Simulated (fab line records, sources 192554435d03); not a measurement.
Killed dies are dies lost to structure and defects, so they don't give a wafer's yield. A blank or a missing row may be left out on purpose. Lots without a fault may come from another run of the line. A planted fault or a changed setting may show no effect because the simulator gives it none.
Chamber matching | flow n5_finfet | N5_HKMG_FIN_STRIP_90 on rie_diel-04: 4 sister chambers
The step strips SOC in N2/H2, time 20 s. 4 wafers are shown with their chamber, then 10 later ones without.

WAFERS WITH THEIR CHAMBER
wafer  | chamber | drypump_motor_current_A (A)
L089.1 | 1       | 5.9
L089.2 | 0       | 4.7
L090.3 | 2       | 5.8
L090.4 | 3       | 5.8

WAFERS WITHOUT THEIR CHAMBER
wafer  | drypump_motor_current_A (A)
L090.6 | 5.8
L093.1 | 5.8
L093.5 | 4.8
L093.6 | 5.9
L095.2 | 5.9
L095.3 | 5.8
L095.4 | 5.8
L092.4 | 4.8
L092.5 | 5.9
L092.6 | 4.8

WHICH CHAMBER EACH WENT THROUGH
wafer  | from the rows above          | in truth
L090.6 | can't be placed: 2 or 3 or 1 | 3
L093.1 | can't be placed: 2 or 3 or 1 | 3
L093.5 | 0                            | 0
L093.6 | can't be placed: 1 or 2 or 3 | 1
L095.2 | can't be placed: 1 or 2 or 3 | 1
L095.3 | can't be placed: 2 or 3 or 1 | 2
L095.4 | can't be placed: 2 or 3 or 1 | 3
L092.4 | 0                            | 0
L092.5 | can't be placed: 1 or 2 or 3 | 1
L092.6 | 0                            | 0
Placed correctly: 3 of 10. Can't be placed from these rows: 7 (the true chamber is among the candidates in 7). Placed wrongly: 0.
How it was worked out, from the rows above alone: a wafer's distance from a chamber is the root of the sum, over the readings, of the square of ((its reading less the chamber's mean) divided by the reading's scatter). The wafer belongs to the nearest chamber; if the next one is less than 2 further off, it can't be placed. A chamber's mean is the mean of its shown wafers. The scatter: with one shown wafer a chamber, the root of the mean of the squares of how far each hidden wafer lies from its nearest shown one.
